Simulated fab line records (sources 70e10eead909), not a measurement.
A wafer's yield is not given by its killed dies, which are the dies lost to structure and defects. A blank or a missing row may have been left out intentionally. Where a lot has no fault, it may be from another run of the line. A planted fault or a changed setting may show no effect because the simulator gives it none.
Which tool is to blame? || flow nand-harc || 33 wafers from 11 lots sampled at 5 of the route's 1302 steps

== WHAT EACH GAUGE READ, for each wafer ==
NHARC_END_SORT_01. Usual: killed-at-array 56, standard deviation 19; killed-at-other 0.8, standard deviation 1.1; killed-at-periphery 3.4, standard deviation 2.5; killed-dies 60, standard deviation 19; killed-open 2.9, standard deviation 1.7; killed-short 2.4, standard deviation 1.6.
{"lot": "L407", "measured": "day 24 08:58", "on": "prober-02", "killed-at-array": "21 22 18", "killed-at-other": "0 0 0", "killed-at-periphery": "3 2 0", "killed-dies": "24 24 18", "killed-open": "1 1 2", "killed-short": "2 3 0", "flag": ""}
{"lot": "L422", "measured": "day 30 21:39", "on": "prober-01", "killed-at-array": "77 94 83", "killed-at-other": "0 0 0", "killed-at-periphery": "3 3 0", "killed-dies": "80 97 83", "killed-open": "2 2 2", "killed-short": "2 1 4", "flag": ""}

== EACH LOT AND THE TOOL THAT RAN IT (in order: tool; ch and the chambers of the sampled wafers; start) ==
{"lot": "L407", "NHARC_A_CHANNEL_HOLE_D1_ETCH_22": "har-etch-01 ch 0,1, day 8 14:00", "NHARC_A_CHANNEL_HOLE_D1_ETCH_24": "har-etch-01 ch 0,1, day 8 15:15", "NHARC_A_CHANNEL_HOLE_D1_ETCH_26": "har-etch-01 ch 0,1, day 8 18:29", "NHARC_A_CHANNEL_FILL_D1_ALD_03": "ald-sin-batch-03 ch 0, day 8 22:20"}
{"lot": "L409", "NHARC_A_CHANNEL_HOLE_D1_ETCH_22": "har-etch-02 ch 0,1, day 9 10:25", "NHARC_A_CHANNEL_HOLE_D1_ETCH_24": "har-etch-02 ch 0,1, day 9 11:44", "NHARC_A_CHANNEL_HOLE_D1_ETCH_26": "har-etch-02 ch 0,1, day 9 13:13", "NHARC_A_CHANNEL_FILL_D1_ALD_03": "ald-sin-batch-02 ch 0, day 9 18:46"}
{"lot": "L410", "NHARC_A_CHANNEL_HOLE_D1_ETCH_22": "har-etch-01 ch 0, day 9 19:55", "NHARC_A_CHANNEL_HOLE_D1_ETCH_24": "har-etch-01 ch 0, day 9 21:10", "NHARC_A_CHANNEL_HOLE_D1_ETCH_26": "har-etch-01 ch 0, day 9 22:48", "NHARC_A_CHANNEL_FILL_D1_ALD_03": "ald-sin-batch-01 ch 0, day 10 04:21"}
{"lot": "L411", "NHARC_A_CHANNEL_HOLE_D1_ETCH_22": "har-etch-01 ch 0,1, day 10 11:00", "NHARC_A_CHANNEL_HOLE_D1_ETCH_24": "har-etch-01 ch 0,1, day 10 12:20", "NHARC_A_CHANNEL_HOLE_D1_ETCH_26": "har-etch-01 ch 0,1, day 10 13:48", "NHARC_A_CHANNEL_FILL_D1_ALD_03": "ald-sin-batch-02 ch 0, day 10 19:26"}
{"lot": "L413", "NHARC_A_CHANNEL_HOLE_D1_ETCH_22": "har-etch-01 ch 0,1, day 11 04:48", "NHARC_A_CHANNEL_HOLE_D1_ETCH_24": "har-etch-01 ch 0,1, day 11 06:07", "NHARC_A_CHANNEL_HOLE_D1_ETCH_26": "har-etch-01 ch 0,1, day 11 07:35", "NHARC_A_CHANNEL_FILL_D1_ALD_03": "ald-sin-batch-02 ch 0, day 11 13:14"}
{"lot": "L414", "NHARC_A_CHANNEL_HOLE_D1_ETCH_22": "har-etch-01 ch 0,1, day 11 20:25", "NHARC_A_CHANNEL_HOLE_D1_ETCH_24": "har-etch-01 ch 0,1, day 11 21:41", "NHARC_A_CHANNEL_HOLE_D1_ETCH_26": "har-etch-01 ch 0,1, day 11 23:19", "NHARC_A_CHANNEL_FILL_D1_ALD_03": "ald-sin-batch-01 ch 0, day 12 04:52"}
{"lot": "L416", "NHARC_A_CHANNEL_HOLE_D1_ETCH_22": "har-etch-02 ch 0,1, day 12 12:07", "NHARC_A_CHANNEL_HOLE_D1_ETCH_24": "har-etch-02 ch 0,1, day 12 13:22", "NHARC_A_CHANNEL_HOLE_D1_ETCH_26": "har-etch-02 ch 0,1, day 12 15:01", "NHARC_A_CHANNEL_FILL_D1_ALD_03": "ald-sin-batch-03 ch 0, day 12 23:07"}
{"lot": "L421", "NHARC_A_CHANNEL_HOLE_D1_ETCH_22": "har-etch-01 ch 0,1, day 14 12:07", "NHARC_A_CHANNEL_HOLE_D1_ETCH_24": "har-etch-01 ch 0,1, day 14 13:28", "NHARC_A_CHANNEL_HOLE_D1_ETCH_26": "har-etch-01 ch 0,1, day 14 14:50", "NHARC_A_CHANNEL_FILL_D1_ALD_03": "ald-sin-batch-01 ch 0, day 14 20:26"}
{"lot": "L422", "NHARC_A_CHANNEL_HOLE_D1_ETCH_22": "har-etch-02 ch 0, day 14 12:46", "NHARC_A_CHANNEL_HOLE_D1_ETCH_24": "har-etch-02 ch 0, day 14 14:05", "NHARC_A_CHANNEL_HOLE_D1_ETCH_26": "har-etch-02 ch 0, day 14 15:38", "NHARC_A_CHANNEL_FILL_D1_ALD_03": "ald-sin-batch-01 ch 0, day 14 20:26"}
{"lot": "L420", "NHARC_A_CHANNEL_HOLE_D1_ETCH_22": "har-etch-01 ch 0,1, day 14 16:05", "NHARC_A_CHANNEL_HOLE_D1_ETCH_24": "har-etch-01 ch 0,1, day 14 17:22", "NHARC_A_CHANNEL_HOLE_D1_ETCH_26": "har-etch-01 ch 0,1, day 14 18:55", "NHARC_A_CHANNEL_FILL_D1_ALD_03": "ald-sin-batch-01 ch 0, day 15 00:37"}
{"lot": "L430", "NHARC_A_CHANNEL_HOLE_D1_ETCH_22": "har-etch-02 ch 0,1, day 18 00:53", "NHARC_A_CHANNEL_HOLE_D1_ETCH_24": "har-etch-02 ch 0,1, day 18 02:13", "NHARC_A_CHANNEL_HOLE_D1_ETCH_26": "har-etch-02 ch 0,1, day 18 03:41", "NHARC_A_CHANNEL_FILL_D1_ALD_03": "ald-sin-batch-03 ch 0, day 18 08:42"}
- NHARC_A_CHANNEL_HOLE_D1_ETCH_22: etches the open film in C4F8/O2/Ar, time 666.7 s, target depth 1600 nm.
- NHARC_A_CHANNEL_HOLE_D1_ETCH_24: etches the open film in C4F8/O2/Ar, time 906.2 s, target depth 1500 nm.
- NHARC_A_CHANNEL_HOLE_D1_ETCH_26: etches the open film in C4F8/O2/Ar, time 224.1 s, target depth 300 nm.
- NHARC_A_CHANNEL_FILL_D1_ALD_03: deposits SiNx, target thk 6 nm, pulse time 60 s, ald cycles 58.

== AS READ BY THE TOOLS THEMSELVES (means over the sampled wafers that have a number; for cases with no such wafer, the mark the record gives instead) ==
NHARC_A_CHANNEL_HOLE_D1_ETCH_22. Usual: c4f8-flow-sccm 89.30 sccm, standard deviation 0.27; drypump-motor-current-A 5.29 A, standard deviation 0.18; mfc-ar-sccm 375.0 sccm, standard deviation 1.2; showerhead-plenum-p-Torr 3.67 Torr, standard deviation 0.069; temp-c -20.00 C, standard deviation 0.11; throttle-valve-pct 32.156 %, standard deviation 0.0098.
{"lot": "L407", "tool": "har-etch-01", "c4f8-flow-sccm (sccm)": 89.26, "drypump-motor-current-A (A)": 5.37, "mfc-ar-sccm (sccm)": 375.3, "showerhead-plenum-p-Torr (Torr)": 3.69, "temp-c (C)": -20.13, "throttle-valve-pct (%)": 32.166, "flag": ""}
{"lot": "L409", "tool": "har-etch-02", "c4f8-flow-sccm (sccm)": 89.18, "drypump-motor-current-A (A)": 5.22, "mfc-ar-sccm (sccm)": 375.2, "showerhead-plenum-p-Torr (Torr)": 3.68, "temp-c (C)": -20.00, "throttle-valve-pct (%)": 32.153, "flag": ""}
{"lot": "L410", "tool": "har-etch-01", "c4f8-flow-sccm (sccm)": 89.55, "drypump-motor-current-A (A)": 5.39, "mfc-ar-sccm (sccm)": 373.9, "showerhead-plenum-p-Torr (Torr)": 3.73, "temp-c (C)": -20.06, "throttle-valve-pct (%)": 32.146, "flag": ""}
{"lot": "L411", "tool": "har-etch-01", "c4f8-flow-sccm (sccm)": 89.24, "drypump-motor-current-A (A)": 5.37, "mfc-ar-sccm (sccm)": 375.6, "showerhead-plenum-p-Torr (Torr)": 3.70, "temp-c (C)": -20.00, "throttle-valve-pct (%)": 32.157, "flag": ""}
{"lot": "L413", "tool": "har-etch-01", "c4f8-flow-sccm (sccm)": 89.09, "drypump-motor-current-A (A)": 5.37, "mfc-ar-sccm (sccm)": 374.6, "showerhead-plenum-p-Torr (Torr)": 3.70, "temp-c (C)": -20.08, "throttle-valve-pct (%)": 32.153, "flag": ""}
{"lot": "L414", "tool": "har-etch-01", "c4f8-flow-sccm (sccm)": 89.50, "drypump-motor-current-A (A)": 5.37, "mfc-ar-sccm (sccm)": 373.8, "showerhead-plenum-p-Torr (Torr)": 3.70, "temp-c (C)": -19.89, "throttle-valve-pct (%)": 32.158, "flag": ""}
{"lot": "L416", "tool": "har-etch-02", "c4f8-flow-sccm (sccm)": 89.21, "drypump-motor-current-A (A)": 5.07, "mfc-ar-sccm (sccm)": 375.9, "showerhead-plenum-p-Torr (Torr)": 3.63, "temp-c (C)": -20.06, "throttle-valve-pct (%)": 32.152, "flag": ""}
{"lot": "L421", "tool": "har-etch-01", "c4f8-flow-sccm (sccm)": 88.98, "drypump-motor-current-A (A)": 5.37, "mfc-ar-sccm (sccm)": 375.6, "showerhead-plenum-p-Torr (Torr)": 3.67, "temp-c (C)": -20.06, "throttle-valve-pct (%)": 32.161, "flag": ""}
{"lot": "L422", "tool": "har-etch-02", "c4f8-flow-sccm (sccm)": 89.26, "drypump-motor-current-A (A)": 4.90, "mfc-ar-sccm (sccm)": 373.9, "showerhead-plenum-p-Torr (Torr)": 3.58, "temp-c (C)": -19.97, "throttle-valve-pct (%)": 32.152, "flag": ""}
{"lot": "L420", "tool": "har-etch-01", "c4f8-flow-sccm (sccm)": 89.24, "drypump-motor-current-A (A)": 5.35, "mfc-ar-sccm (sccm)": 374.2, "showerhead-plenum-p-Torr (Torr)": 3.64, "temp-c (C)": -19.91, "throttle-valve-pct (%)": 32.159, "flag": ""}
{"lot": "L430", "tool": "har-etch-02", "c4f8-flow-sccm (sccm)": 89.28, "drypump-motor-current-A (A)": 5.22, "mfc-ar-sccm (sccm)": 375.3, "showerhead-plenum-p-Torr (Torr)": 3.75, "temp-c (C)": -20.03, "throttle-valve-pct (%)": 32.156, "flag": ""}

NHARC_A_CHANNEL_HOLE_D1_ETCH_24. Usual: c4f8-flow-sccm 93.82 sccm, standard deviation 0.29; drypump-motor-current-A 5.29 A, standard deviation 0.17; mfc-ar-sccm 374.9 sccm, standard deviation 1.1; showerhead-plenum-p-Torr 3.67 Torr, standard deviation 0.069; temp-c -20.01 C, standard deviation 0.11; throttle-valve-pct 32.236 %, standard deviation 0.0096.
{"lot": "L407", "tool": "har-etch-01", "c4f8-flow-sccm (sccm)": 93.68, "drypump-motor-current-A (A)": 5.34, "mfc-ar-sccm (sccm)": 374.4, "showerhead-plenum-p-Torr (Torr)": 3.68, "temp-c (C)": -20.11, "throttle-valve-pct (%)": 32.233, "flag": ""}
{"lot": "L409", "tool": "har-etch-02", "c4f8-flow-sccm (sccm)": 93.80, "drypump-motor-current-A (A)": 5.21, "mfc-ar-sccm (sccm)": 373.6, "showerhead-plenum-p-Torr (Torr)": 3.68, "temp-c (C)": -19.98, "throttle-valve-pct (%)": 32.239, "flag": ""}
{"lot": "L410", "tool": "har-etch-01", "c4f8-flow-sccm (sccm)": 93.65, "drypump-motor-current-A (A)": 5.40, "mfc-ar-sccm (sccm)": 374.6, "showerhead-plenum-p-Torr (Torr)": 3.72, "temp-c (C)": -19.98, "throttle-valve-pct (%)": 32.229, "flag": ""}
{"lot": "L411", "tool": "har-etch-01", "c4f8-flow-sccm (sccm)": 93.89, "drypump-motor-current-A (A)": 5.38, "mfc-ar-sccm (sccm)": 373.9, "showerhead-plenum-p-Torr (Torr)": 3.70, "temp-c (C)": -20.05, "throttle-valve-pct (%)": 32.234, "flag": ""}
{"lot": "L413", "tool": "har-etch-01", "c4f8-flow-sccm (sccm)": 94.01, "drypump-motor-current-A (A)": 5.37, "mfc-ar-sccm (sccm)": 374.3, "showerhead-plenum-p-Torr (Torr)": 3.69, "temp-c (C)": -20.05, "throttle-valve-pct (%)": 32.235, "flag": ""}
{"lot": "L414", "tool": "har-etch-01", "c4f8-flow-sccm (sccm)": 93.84, "drypump-motor-current-A (A)": 5.38, "mfc-ar-sccm (sccm)": 374.4, "showerhead-plenum-p-Torr (Torr)": 3.69, "temp-c (C)": -20.06, "throttle-valve-pct (%)": 32.234, "flag": ""}
{"lot": "L416", "tool": "har-etch-02", "c4f8-flow-sccm (sccm)": 94.12, "drypump-motor-current-A (A)": 5.06, "mfc-ar-sccm (sccm)": 375.9, "showerhead-plenum-p-Torr (Torr)": 3.62, "temp-c (C)": -20.07, "throttle-valve-pct (%)": 32.233, "flag": ""}
{"lot": "L421", "tool": "har-etch-01", "c4f8-flow-sccm (sccm)": 93.98, "drypump-motor-current-A (A)": 5.37, "mfc-ar-sccm (sccm)": 374.8, "showerhead-plenum-p-Torr (Torr)": 3.67, "temp-c (C)": -20.02, "throttle-valve-pct (%)": 32.232, "flag": ""}
{"lot": "L422", "tool": "har-etch-02", "c4f8-flow-sccm (sccm)": 93.64, "drypump-motor-current-A (A)": 4.89, "mfc-ar-sccm (sccm)": 374.6, "showerhead-plenum-p-Torr (Torr)": 3.58, "temp-c (C)": -20.03, "throttle-valve-pct (%)": 32.231, "flag": ""}
{"lot": "L420", "tool": "har-etch-01", "c4f8-flow-sccm (sccm)": 93.49, "drypump-motor-current-A (A)": 5.34, "mfc-ar-sccm (sccm)": 374.4, "showerhead-plenum-p-Torr (Torr)": 3.64, "temp-c (C)": -19.94, "throttle-valve-pct (%)": 32.233, "flag": ""}
{"lot": "L430", "tool": "har-etch-02", "c4f8-flow-sccm (sccm)": 93.81, "drypump-motor-current-A (A)": 5.21, "mfc-ar-sccm (sccm)": 374.8, "showerhead-plenum-p-Torr (Torr)": 3.74, "temp-c (C)": -20.07, "throttle-valve-pct (%)": 32.243, "flag": ""}

NHARC_A_CHANNEL_HOLE_D1_ETCH_26. Usual: c4f8-flow-sccm 11.40 sccm, standard deviation 0.033; drypump-motor-current-A 5.29 A, standard deviation 0.17; mfc-ar-sccm 375.0 sccm, standard deviation 1.1; showerhead-plenum-p-Torr 3.72 Torr, standard deviation 0.073; temp-c -20.00 C, standard deviation 0.11; throttle-valve-pct 24.583 %, standard deviation 0.01.
{"lot": "L407", "tool": "har-etch-01", "c4f8-flow-sccm (sccm)": 11.37, "drypump-motor-current-A (A)": 5.35, "mfc-ar-sccm (sccm)": 375.7, "showerhead-plenum-p-Torr (Torr)": 3.74, "temp-c (C)": -20.02, "throttle-valve-pct (%)": 24.583, "flag": ""}
{"lot": "L409", "tool": "har-etch-02", "c4f8-flow-sccm (sccm)": 11.40, "drypump-motor-current-A (A)": 5.22, "mfc-ar-sccm (sccm)": 375.7, "showerhead-plenum-p-Torr (Torr)": 3.73, "temp-c (C)": -20.01, "throttle-valve-pct (%)": 24.581, "flag": ""}
{"lot": "L410", "tool": "har-etch-01", "c4f8-flow-sccm (sccm)": 11.38, "drypump-motor-current-A (A)": 5.40, "mfc-ar-sccm (sccm)": 374.7, "showerhead-plenum-p-Torr (Torr)": 3.78, "temp-c (C)": -20.01, "throttle-valve-pct (%)": 24.583, "flag": ""}
{"lot": "L411", "tool": "har-etch-01", "c4f8-flow-sccm (sccm)": 11.38, "drypump-motor-current-A (A)": 5.38, "mfc-ar-sccm (sccm)": 374.8, "showerhead-plenum-p-Torr (Torr)": 3.75, "temp-c (C)": -19.99, "throttle-valve-pct (%)": 24.579, "flag": ""}
{"lot": "L413", "tool": "har-etch-01", "c4f8-flow-sccm (sccm)": 11.41, "drypump-motor-current-A (A)": 5.37, "mfc-ar-sccm (sccm)": 375.7, "showerhead-plenum-p-Torr (Torr)": 3.74, "temp-c (C)": -20.04, "throttle-valve-pct (%)": 24.583, "flag": ""}
{"lot": "L414", "tool": "har-etch-01", "c4f8-flow-sccm (sccm)": 11.40, "drypump-motor-current-A (A)": 5.37, "mfc-ar-sccm (sccm)": 374.3, "showerhead-plenum-p-Torr (Torr)": 3.74, "temp-c (C)": -19.95, "throttle-valve-pct (%)": 24.585, "flag": ""}
{"lot": "L416", "tool": "har-etch-02", "c4f8-flow-sccm (sccm)": 11.38, "drypump-motor-current-A (A)": 5.06, "mfc-ar-sccm (sccm)": 376.1, "showerhead-plenum-p-Torr (Torr)": 3.67, "temp-c (C)": -19.94, "throttle-valve-pct (%)": 24.580, "flag": ""}
{"lot": "L421", "tool": "har-etch-01", "c4f8-flow-sccm (sccm)": 11.39, "drypump-motor-current-A (A)": 5.37, "mfc-ar-sccm (sccm)": 375.7, "showerhead-plenum-p-Torr (Torr)": 3.72, "temp-c (C)": -19.86, "throttle-valve-pct (%)": 24.587, "flag": ""}
{"lot": "L422", "tool": "har-etch-02", "c4f8-flow-sccm (sccm)": 11.43, "drypump-motor-current-A (A)": 4.91, "mfc-ar-sccm (sccm)": 374.8, "showerhead-plenum-p-Torr (Torr)": 3.62, "temp-c (C)": -19.85, "throttle-valve-pct (%)": 24.591, "flag": ""}
{"lot": "L420", "tool": "har-etch-01", "c4f8-flow-sccm (sccm)": 11.39, "drypump-motor-current-A (A)": 5.35, "mfc-ar-sccm (sccm)": 374.6, "showerhead-plenum-p-Torr (Torr)": 3.69, "temp-c (C)": -20.02, "throttle-valve-pct (%)": 24.586, "flag": ""}
{"lot": "L430", "tool": "har-etch-02", "c4f8-flow-sccm (sccm)": 11.38, "drypump-motor-current-A (A)": 5.23, "mfc-ar-sccm (sccm)": 375.2, "showerhead-plenum-p-Torr (Torr)": 3.79, "temp-c (C)": -19.95, "throttle-valve-pct (%)": 24.584, "flag": ""}

NHARC_A_CHANNEL_FILL_D1_ALD_03. Usual: 0.998 for precursor-pulse-height-rel, sd 0.019.
{"lot": "L407", "tool": "ald-sin-batch-03", "precursor-pulse-height-rel": 1.011, "flag": ""}
{"lot": "L409", "tool": "ald-sin-batch-02", "precursor-pulse-height-rel": 0.989, "flag": ""}
{"lot": "L410", "tool": "ald-sin-batch-01", "precursor-pulse-height-rel": 0.996, "flag": ""}
{"lot": "L411", "tool": "ald-sin-batch-02", "precursor-pulse-height-rel": 0.994, "flag": ""}
{"lot": "L413", "tool": "ald-sin-batch-02", "precursor-pulse-height-rel": 0.999, "flag": ""}
{"lot": "L414", "tool": "ald-sin-batch-01", "precursor-pulse-height-rel": 1.010, "flag": ""}
{"lot": "L416", "tool": "ald-sin-batch-03", "precursor-pulse-height-rel": 0.993, "flag": ""}
{"lot": "L421", "tool": "ald-sin-batch-01", "precursor-pulse-height-rel": 0.994, "flag": ""}
{"lot": "L422", "tool": "ald-sin-batch-01", "precursor-pulse-height-rel": 1.022, "flag": ""}
{"lot": "L420", "tool": "ald-sin-batch-01", "precursor-pulse-height-rel": 0.979, "flag": ""}
{"lot": "L430", "tool": "ald-sin-batch-03", "precursor-pulse-height-rel": 1.009, "flag": ""}

== THE ANSWER, worked out from the rows above alone ==
Rule: a lot counts as off when the mean over its wafers that have a number is more than 3 standard deviations away from the usual mean. A lot without any number at a reading at which 4 lots or more have one is off too. Where the step has rows for the other lots, those lots are counted as sound. The gauges are gone through in route order, then the tools' own readings, and for those a lot's mean is taken as printed above. At the first step where some lot is off, the reading lying furthest off is the one used; lots without a number count as furthest.
No lot is off on any of the readings shown, so nothing can be concluded from this.

== WHAT WAS PUT IN BY THE SIMULATOR ==
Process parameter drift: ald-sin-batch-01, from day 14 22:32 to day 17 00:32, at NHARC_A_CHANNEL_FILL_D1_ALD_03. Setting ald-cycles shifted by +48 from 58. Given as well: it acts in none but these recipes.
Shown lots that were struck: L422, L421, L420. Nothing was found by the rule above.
